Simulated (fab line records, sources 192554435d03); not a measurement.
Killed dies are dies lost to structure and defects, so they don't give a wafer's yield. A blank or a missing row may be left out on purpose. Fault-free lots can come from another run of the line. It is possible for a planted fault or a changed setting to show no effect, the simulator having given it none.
Split-lot experiment | flow n5 finfet | on a route of 1938 steps: 7 lots, 21 wafers read

SPLIT DETAILS
At N5_BEOL_M5_HM_DEP_02 (deposits TiN, target thk 20 nm), the setting target thk a was moved away from the recipe's 200 angstrom on 7 of the 21 wafers read, by -4.1% to +9.2%. For the rest of the wafers, this setting stayed at what the recipe calls for.

FROM THE SPLIT TO THE READING: what the file shows between them, 13 steps
- N5_BEOL_M5_COAT_59: time 60 s, resist thk 60 nm (also split here: spin rpm)
- N5_BEOL_M5_COAT_60: time 60 s, resist thk 12 nm
- N5_BEOL_M5_COAT_71: time 60 s, resist thk 5 nm
- N5_BEOL_M5_ETCH_72: etches underlayer in N2/H2, target depth 6.5 nm, time 5.2 s
- N5_BEOL_M5_ETCH_61: etches SiARC in CF4, target depth 15.6 nm, time 26 s
- N5_BEOL_M5_ETCH_62: etches SOC in N2/H2, target depth 75 nm, overetch 15 nm, time 112.5 s
- N5_BEOL_M5_STRIP_63: strips in N2/H2
- N5_BEOL_M5_STRIP_73: strips in N2/H2
- N5_BEOL_M5_STRIP_64: strips in CF4
- N5_BEOL_M5_HM_OPEN_17: chemistry Cl2/BCl3, target TiN, target depth 20 nm, overetch 6 nm
- N5_BEOL_M5_STRIP_19: strips in O2
- N5_BEOL_M5_STRIP_85: strips in C4F6/O2
- N5_BEOL_M5_STRIP_36: strips in N2/H2

THE READING
TiN_of_BEOL_M5_HM_DEP_02.thk nm (the simulator's own value, which no gauge read), in nm, at N5_BEOL_M5_TRENCH_ETCH_37 (etches SiCOH lowk in C4F6/O2, target depth 71.652 nm, time 24.7 s). The file does not state a usual value for it. Here, 14 wafers ran the recipe; their average is 17.7 nm with a standard deviation of 0.26 nm.

wafer  | tool, chamber at the split | target thk a as run, angstrom | against the recipe | TiN_of_BEOL_M5_HM_DEP_02.thk nm, nm | against lot-mates on the recipe
L076.1 | pvd sputter-02, -          | 211                           | +5.5%              | 18.6                                | +1.4
L076.4 | pvd sputter-02, -          | 211                           | +5.5%              | 18.8                                | +1.6
L076.5 | pvd sputter-02, -          | 200                           | recipe             | 17.2                                | -
L075.2 | pvd sputter-02, -          | 200                           | recipe             | 18                                  | -
L075.3 | pvd sputter-02, -          | 200                           | recipe             | 18                                  | -
L075.4 | pvd sputter-02, -          | 191.8                         | -4.1%              | 17                                  | -1.0
L078.1 | pvd sputter-02, -          | 200                           | recipe             | 17.6                                | -
L078.4 | pvd sputter-02, -          | 200                           | recipe             | 17.6                                | -
L078.6 | pvd sputter-02, -          | 200                           | recipe             | 17.2                                | -
L084.1 | pvd sputter-03, -          | 218.4                         | +9.2%              | 20                                  | +2.2
L084.2 | pvd sputter-03, -          | 200                           | recipe             | 17.8                                | -
L084.5 | pvd sputter-03, -          | 218.4                         | +9.2%              | 19.8                                | +2.0
L090.1 | pvd sputter-03, -          | 200                           | recipe             | 18                                  | -
L090.2 | pvd sputter-03, -          | 200                           | recipe             | 17.8                                | -
L090.4 | pvd sputter-03, -          | 200                           | recipe             | 17.8                                | -
L094.1 | pvd sputter-03, -          | 207.7                         | +3.8%              | 18.8                                | +0.8
L094.3 | pvd sputter-03, -          | 200                           | recipe             | 18                                  | -
L094.5 | pvd sputter-03, -          | 207.7                         | +3.8%              | 19                                  | +1.0
L095.1 | pvd sputter-02, -          | 200                           | recipe             | 17.8                                | -
L095.6 | pvd sputter-02, -          | 200                           | recipe             | 17.8                                | -
L095.2 | pvd sputter-02, -          | 200                           | recipe             | 17.6                                | -

FIT RESULTS
A straight line over all 21 wafers: TiN_of_BEOL_M5_HM_DEP_02.thk nm changes by +0.224 nm for each +1% of target thk a; r = +0.94; the points scatter about the line by 0.27 nm.
The same after taking each lot's own level away (the mean of its wafers on the recipe; 21 wafers): +0.239 nm for each +1%; r = +0.99; scatter 0.13 nm.
That fit puts the effect of the largest move of target thk a on the reading at 2.2 nm.
The span of the lots' own levels, 17.20 to 18.00 nm, comes to 3.1 times the standard deviation stated above.
The two slopes agree, so the slope changes little with the lot-to-lot level.
Check: for one of the wafers moved furthest among these (+9.2%), held out of the fit, the line's prediction against its lot-mates is +2.2 nm. Against them it came out at +2.2 nm.

ADDITIONAL SPLITS CARRIED BY THESE WAFERS
Before the reading, these wafers also passed through other splits. Each is held against what the fit with the lots' levels taken away leaves over:
other split on the same wafers  | wafers away from the commonest value | r with TiN_of_BEOL_M5_HM_DEP_02.thk nm (lot level and that fit taken away)
N5_BEOL_M3_ETCH_77 h2 flow sccm | 10                                   | +0.21
N5_BEOL_M4_ETCH_64 bias w       | 9                                    | +0.20
N5_BEOL_M4_COAT_67 spin rpm     | 8                                    | -0.03
N5_BEOL_M4_DEP_57 time s        | 7                                    | +0.24
N5_BEOL_M5_COAT_59 spin rpm     | 7                                    | -0.10

THE WHOLE CHAIN: every reading that the file lists as answering this split, in the file's order
step                      | what it does                                                      | reading                                                                          | change (the file's fit)               | r (the file's)
N5_BEOL_M5_HM_DEP_02      | deposits TiN, target thk 20 nm                                    | TiN_of_BEOL_M5_HM_DEP_02.thk nm (the simulator's own value, which no gauge read) | +0.255 nm for each +1% of the setting | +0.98
N5_BEOL_M5_HM_OPEN_17     | chemistry Cl2/BCl3, target TiN, target depth 20 nm, overetch 6 nm | etch.depth nm (the simulator's own value, which no gauge read)                   | +0.244 nm for each +1% of the setting | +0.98
N5_BEOL_M5_TRENCH_ETCH_37 | etches SiCOH lowk in C4F6/O2, target depth 71.652 nm, time 24.7 s | TiN_of_BEOL_M5_HM_DEP_02.thk nm (the simulator's own value, which no gauge read) | +0.24 nm for each +1% of the setting  | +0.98

THE FILE'S OWN FIT
TiN_of_BEOL_M5_HM_DEP_02.thk nm changes by +0.24 nm for each +1% of target thk a, r = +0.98.
